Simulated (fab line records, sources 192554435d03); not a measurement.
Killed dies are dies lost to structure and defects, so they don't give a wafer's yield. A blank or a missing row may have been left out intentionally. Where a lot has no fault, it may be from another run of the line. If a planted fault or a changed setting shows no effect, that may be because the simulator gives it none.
Which of the tools did it? | flow n5Finfet | 24 lots with 72 wafers sampled at 5 steps, on a route of 1938 steps

== WHAT THE GAUGES READ, wafer by wafer ==
N5_BEOL_M8_INSPECT_13: inspects for defects (brightfield). Usual: rawDefectCount 435, standard deviation 95.
lot  | measured     | on               | rawDefectCount | flag
L074 | day 10 10:16 | defectInspect-02 | 444 393 780    | 
L075 | day 10 12:03 | defectInspect-01 | 406 443 454    | 
L076 | day 10 18:01 | defectInspect-01 | 384 302 354    | 
L078 | day 11 09:17 | defectInspect-02 | 294 367 286    | 
L077 | day 11 17:26 | defectInspect-02 | 450 440 384    | 
L079 | day 12 09:27 | defectInspect-01 | 419 627 632    | 
L080 | day 12 09:29 | defectInspect-01 | 548 386 563    | 
L081 | day 12 12:54 | defectInspect-01 | 352 411 352    | 
L082 | day 12 19:13 | defectInspect-01 | 315 247 351    | 
L083 | day 13 20:37 | defectInspect-01 | 368 512 453    | 
L084 | day 14 10:20 | defectInspect-01 | 584 354 346    | 
L085 | day 14 10:28 | defectInspect-01 | 653 554 532    | 
L086 | day 14 22:58 | defectInspect-02 | 390 456 417    | 
L088 | day 14 23:10 | defectInspect-02 | 389 484 363    | 
L087 | day 15 00:17 | defectInspect-02 | 525 439 620    | 
L089 | day 15 04:17 | defectInspect-01 | 400 468 474    | 
L092 | day 15 08:08 | defectInspect-02 | 491 513 660    | 
L090 | day 15 09:35 | defectInspect-02 | 356 340 509    | 
L091 | day 15 22:06 | defectInspect-01 | 515 369 467    | 
L094 | day 15 22:08 | defectInspect-02 | 379 505 563    | 
L095 | day 16 03:27 | defectInspect-02 | 423 437 320    | 
L093 | day 16 04:32 | defectInspect-02 | 423 377 494    | 
L096 | day 16 08:00 | defectInspect-02 | 345 381 403    | 
L097 | day 17 11:01 | defectInspect-01 | 348 394 419    | 

N5_BEOL_M8_OVL_MEAS_29. Usual: V7_OVL -0.4 nm, standard deviation 0.67.
lot  | measured     | on         | V7_OVL (nm)    | flag
L074 | day 10 13:12 | overlay-01 | -2.2 -1.8 -0.5 | 
L075 | day 10 13:17 | overlay-01 | -0.5 0.2 -0.6  | 
L076 | day 10 19:43 | overlay-02 | -1.1 -0.6 -0.7 | 
L078 | day 11 11:32 | overlay-01 | -0.5 0.7 0.0   | 
L077 | day 11 19:50 | overlay-01 | -0.7 -0.4 -1.1 | 
L079 | day 12 11:32 | overlay-02 | -0.2 -0.2 -0.5 | 
L080 | day 12 11:35 | overlay-01 | 1.1 0.5 0.1    | 
L081 | day 12 14:25 | overlay-02 | -0.7 -1.1 -0.6 | 
L082 | day 12 23:19 | overlay-01 | -1.8 -0.6 -0.3 | 
L083 | day 13 21:40 | overlay-02 | -0.7 -0.6 -0.4 | 
L084 | day 14 13:50 | overlay-02 | -0.2 -0.8 -0.5 | 
L085 | day 14 13:45 | overlay-01 | -1.1 0.2 -0.9  | 
L086 | day 15 03:09 | overlay-01 | -0.6 -1.5 -1.1 | 
L088 | day 15 01:55 | overlay-01 | 0.0 -0.6 -0.9  | 
L087 | day 15 03:25 | overlay-01 | 0.2 -0.4 0.4   | 
L089 | day 15 05:14 | overlay-01 | -0.4 -0.5 -0.2 | 
L092 | day 15 09:52 | overlay-02 | -0.5 0.4 -1.2  | 
L090 | day 15 10:33 | overlay-02 | 0.0 -0.3 0.1   | 
L091 | day 15 23:19 | overlay-02 | -0.7 -1.1 -0.3 | 
L094 | day 16 01:07 | overlay-02 | 0.2 0.8 1.0    | 
L095 | day 16 07:09 | overlay-01 | 0.3 -0.2 0.1   | 
L093 | day 16 07:11 | overlay-02 | 0.3 0.3 -0.3   | 
L096 | day 16 10:13 | overlay-02 | 0.1 0.6 0.3    | 
L097 | day 17 13:04 | overlay-02 | -1.3 -1.2 -0.9 | 

N5_BEOL_M8_INSPECT_30: inspects for defects (brightfield). Usual: rawDefectCount 436, standard deviation 94.
lot  | measured     | on               | rawDefectCount | flag
L074 | day 10 13:15 | defectInspect-01 | 459 430 756    | 
L075 | day 10 13:20 | defectInspect-02 | 435 454 433    | 
L076 | day 10 19:46 | defectInspect-01 | 394 314 356    | 
L078 | day 11 11:36 | defectInspect-02 | 280 386 295    | 
L077 | day 11 19:54 | defectInspect-01 | 457 468 426    | 
L079 | day 12 11:36 | defectInspect-01 | 407 590 634    | 
L080 | day 12 11:39 | defectInspect-02 | 525 386 552    | 
L081 | day 12 14:28 | defectInspect-01 | 330 438 350    | 
L082 | day 12 23:22 | defectInspect-01 | 304 232 350    | 
L083 | day 13 21:43 | defectInspect-01 | 357 504 509    | 
L084 | day 14 13:53 | defectInspect-01 | 575 362 341    | 
L085 | day 14 13:48 | defectInspect-01 | 656 562 537    | 
L086 | day 15 03:12 | defectInspect-01 | 370 452 392    | 
L088 | day 15 01:58 | defectInspect-01 | 419 488 359    | 
L087 | day 15 03:28 | defectInspect-01 | 496 446 631    | 
L089 | day 15 05:18 | defectInspect-01 | 409 443 484    | 
L092 | day 15 09:55 | defectInspect-02 | 510 519 656    | 
L090 | day 15 10:35 | defectInspect-02 | 342 353 526    | 
L091 | day 15 23:22 | defectInspect-01 | 521 370 473    | 
L094 | day 16 01:11 | defectInspect-01 | 389 498 584    | 
L095 | day 16 07:12 | defectInspect-02 | 415 459 298    | 
L093 | day 16 07:14 | defectInspect-01 | 405 384 498    | 
L096 | day 16 10:16 | defectInspect-01 | 353 363 397    | 
L097 | day 17 13:08 | defectInspect-02 | 360 395 425    | 

N5_BEOL_M9_CD_MEAS_28 targets a cd of 70 nm. Usual: cdNm 70.08 nm, standard deviation 0.29.
lot  | measured     | on       | cdNm (nm)         | flag
L074 | day 10 19:54 | cdSem-01 | 69.55 69.64 70.04 | 
L075 | day 10 19:44 | cdSem-02 | 70.51 70.31 70.04 | 
L076 | day 11 02:50 | cdSem-03 | 69.91 70.20 70.03 | 
L078 | day 11 19:46 | cdSem-02 | 70.13 70.06 70.42 | 
L077 | day 12 03:58 | cdSem-02 | 69.86 70.21 70.24 | 
L079 | day 12 17:41 | cdSem-02 | 69.81 69.91 70.15 | 
L080 | day 12 22:29 | cdSem-03 | 70.23 70.37 69.99 | 
L081 | day 12 22:44 | cdSem-01 | 69.88 70.20 69.45 | 
L082 | day 13 05:21 | cdSem-02 | 70.23 69.70 69.59 | 
L083 | day 14 05:25 | cdSem-03 | 69.85 69.55 69.52 | 
L084 | day 15 01:50 | cdSem-01 | 69.80 69.84 70.44 | 
L085 | day 15 01:40 | cdSem-02 | 70.24 69.64 69.88 | 
L086 | day 15 10:23 | cdSem-01 | 70.52 70.47 70.13 | 
L088 | day 15 08:19 | cdSem-02 | 70.11 70.25 70.22 | 
L087 | day 15 10:28 | cdSem-02 | 70.27 70.11 69.90 | 
L089 | day 15 13:27 | cdSem-01 | 70.16 70.39 70.37 | 
L092 | day 15 20:42 | cdSem-03 | 70.22 70.11 69.94 | 
L090 | day 15 20:52 | cdSem-03 | 70.32 70.26 69.87 | 
L091 | day 16 06:53 | cdSem-01 | 70.10 70.24 69.89 | 
L094 | day 16 10:12 | cdSem-01 | 70.04 70.39 70.42 | 
L095 | day 16 17:26 | cdSem-01 | 70.57 70.17 70.27 | 
L093 | day 16 13:41 | cdSem-01 | 70.64 70.14 70.33 | 
L096 | day 16 17:28 | cdSem-02 | 70.24 69.75 69.53 | 
L097 | day 18 00:27 | cdSem-01 | 69.45 69.97 70.05 | 

== WHICH TOOL RAN EACH LOT (tool, then ch and the chambers of the sampled wafers, then the start) ==
lot  | N5_BEOL_M9_PECVD_70
L074 | pecvd-03 ch 0,1,2, day 10 16:46
L075 | pecvd-03 ch 0,1,2, day 10 17:20
L076 | pecvd-03 ch 0,1,2, day 11 01:02
L078 | pecvd-01 ch 0,1,2, day 11 15:48
L077 | pecvd-01 ch 0,1,2, day 12 00:11
L079 | pecvd-01 ch 0,1,2, day 12 15:16
L080 | pecvd-03 ch 1,2, day 12 16:56
L081 | pecvd-01 ch 0,2, day 12 19:45
L082 | pecvd-01 ch 0,1, day 13 02:59
L083 | pecvd-03 ch 1,2, day 14 02:55
L084 | pecvd-02 ch 0,1, day 14 19:52
L085 | pecvd-02 ch 0,1,2, day 14 20:04
L086 | pecvd-01 ch 1,2, day 15 07:33
L088 | pecvd-01 ch 0,1,2, day 15 06:08
L087 | pecvd-01 ch 0,1, day 15 07:49
L089 | pecvd-03 ch 0,1, day 15 09:30
L092 | pecvd-01 ch 0,2, day 15 14:40
L090 | pecvd-03 ch 0,1,2, day 15 16:04
L091 | pecvd-01 ch 0,1,2, day 16 03:38
L094 | pecvd-03 ch 0,2, day 16 05:17
L095 | pecvd-01 ch 0,2, day 16 12:34
L093 | pecvd-03 ch 0,1, day 16 12:05
L096 | pecvd-02 ch 0,2, day 16 14:04
L097 | pecvd-01 ch 1,2, day 17 16:44
- N5_BEOL_M9_PECVD_70: deposits SiO2 from TEOS/O2, target thk 20 nm, time 22.7 s.

== WHAT THE TOOLS THEMSELVES READ (means of the sampled wafers that have a number; where no wafer has one, the mark that the record gives instead) ==
N5_BEOL_M9_PECVD_70. Usual: heaterPowerW 775 W, standard deviation 80; showerheadPlenumPTorr 8.75 Torr, standard deviation 0.053; susceptorTempC 399.99 C, standard deviation 0.19; throttleValvePct 22.1 %, standard deviation 0.92.
lot  | tool     | heaterPowerW (W) | showerheadPlenumPTorr (Torr) | susceptorTempC (C) | throttleValvePct (%) | flag
L074 | pecvd-03 | 766              | 8.74                         | 399.99             | 21.5                 | 
L075 | pecvd-03 | 798              | 8.73                         | 400.06             | 21.5                 | 
L076 | pecvd-03 | 743              | 8.73                         | 400.04             | 21.5                 | 
L078 | pecvd-01 | 783              | 8.75                         | 400.23             | 22.2                 | 
L077 | pecvd-01 | 757              | 8.77                         | 399.70             | 22.4                 | 
L079 | pecvd-01 | 797              | 8.77                         | 399.98             | 22.6                 | 
L080 | pecvd-03 | 828              | 8.75                         | 400.10             | 21.2                 | 
L081 | pecvd-01 | 830              | 8.75                         | 399.95             | 22.7                 | 
L082 | pecvd-01 | 799              | 8.71                         | 399.80             | 23.2                 | 
L083 | pecvd-03 | 798              | 8.72                         | 400.10             | 21.5                 | 
L084 | pecvd-02 | 812              | 8.83                         | 399.95             | 23.5                 | 
L085 | pecvd-02 | 738              | 8.78                         | 400.02             | 22.2                 | 
L086 | pecvd-01 | 753              | 8.77                         | 400.02             | 22.2                 | 
L088 | pecvd-01 | 790              | 8.75                         | 399.81             | 22.4                 | 
L087 | pecvd-01 | 726              | 8.72                         | 399.97             | 23.2                 | 
L089 | pecvd-03 | 722              | 8.71                         | 400.26             | 21.8                 | 
L092 | pecvd-01 | 808              | 8.78                         | 400.03             | 22.0                 | 
L090 | pecvd-03 | 710              | 8.73                         | 399.96             | 21.8                 | 
L091 | pecvd-01 | 764              | 8.77                         | 400.02             | 22.6                 | 
L094 | pecvd-03 | 847              | 8.76                         | 400.11             | 21.6                 | 
L095 | pecvd-01 | 838              | 8.80                         | 399.98             | 22.1                 | 
L093 | pecvd-03 | 735              | 8.72                         | 399.90             | 21.7                 | 
L096 | pecvd-02 | 781              | 8.77                         | 399.86             | 21.9                 | 
L097 | pecvd-01 | 797              | 8.78                         | 400.01             | 22.4                 | 

== THE ANSWER, worked out from the rows above alone ==
Rule: a lot counts as off when the mean over its wafers that have a number is more than 3 standard deviations away from the usual mean. Also off: a lot with no number at a reading for which 4 or more lots have one. Where the step has rows for the other lots, those lots are counted as sound. Order of review: gauges by route order, followed by the tools' own readings, for which a lot's mean as printed above is used. The first step at which some lot is off is used, and at that step the reading that is off furthest; a lot without a number counts as furthest.
Nothing can be told from this: no lot is off at any reading shown.

== WHAT WAS PUT IN BY THE SIMULATOR ==
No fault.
